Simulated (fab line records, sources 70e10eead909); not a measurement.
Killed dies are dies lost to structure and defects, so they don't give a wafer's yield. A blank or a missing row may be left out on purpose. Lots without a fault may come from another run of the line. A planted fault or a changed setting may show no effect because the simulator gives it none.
Which tool did it? | flow nand_harc | 6 lots, 18 wafers sampled, at 3 steps of a route of 1159

WHAT THE GAUGES READ, wafer by wafer
NHARC_P_M0_CD_MEAS_09: target cd 90 nm.
lot  | measured     | on        | cd_nm (nm)
L420 | day 6 14:07  | cd_sem-01 | 89.4 89.0 89.8
L421 | day 6 16:56  | cd_sem-01 | 88.8 89.2 89.2
L428 | day 9 01:48  | cd_sem-03 | 88.8 88.5 88.7
L432 | day 9 11:08  | cd_sem-01 | 90.3 91.1 90.7
L436 | day 10 17:06 | cd_sem-01 | 90.1 90.0 89.7
L440 | day 11 15:09 | cd_sem-02 | 89.7 89.5 90.0

WHICH TOOL RAN EACH LOT (tool, then ch and the chambers of the sampled wafers, then the start)
lot  | NHARC_P_GATE_RTA_82              | NHARC_P_M0_PEB_07
L420 | rtp_anneal-01 ch 0, day 6 03:29  | litho_track-06 ch 0, day 6 14:02
L421 | rtp_anneal-01 ch 0, day 6 10:50  | litho_track-06 ch 0, day 6 16:51
L428 | rtp_anneal-02 ch 0, day 8 19:38  | litho_track-06 ch 0, day 9 01:43
L432 | rtp_anneal-01 ch 0, day 9 03:01  | litho_track-04 ch 0, day 9 11:04
L436 | rtp_anneal-01 ch 0, day 10 07:59 | litho_track-04 ch 0, day 10 17:01
L440 | rtp_anneal-01 ch 0, day 11 07:44 | litho_track-04 ch 0, day 11 15:04
- NHARC_P_GATE_RTA_82: time 30 s.
- NHARC_P_M0_PEB_07: peb time 65 s.

THE ANSWER, worked out from the rows above alone
Rule: what is usual is taken from the lots themselves. Put in order of their means at a reading, lots are off if they are a third of the lots or fewer, leave a main group of 4 or more, and stand apart from it by a gap of 3 or more times the standard deviation of the main group's means; of several such gaps the widest counts. A main group whose means are all the same, to the digits that the tables above print for the reading, isn't used. A lot without any number at a reading at which 4 lots or more have one is off too. The other lots that the step has rows for count as sound.
No lot is off at any reading shown: from this, nothing can be told.

WHAT THE SIMULATOR HAD PUT IN
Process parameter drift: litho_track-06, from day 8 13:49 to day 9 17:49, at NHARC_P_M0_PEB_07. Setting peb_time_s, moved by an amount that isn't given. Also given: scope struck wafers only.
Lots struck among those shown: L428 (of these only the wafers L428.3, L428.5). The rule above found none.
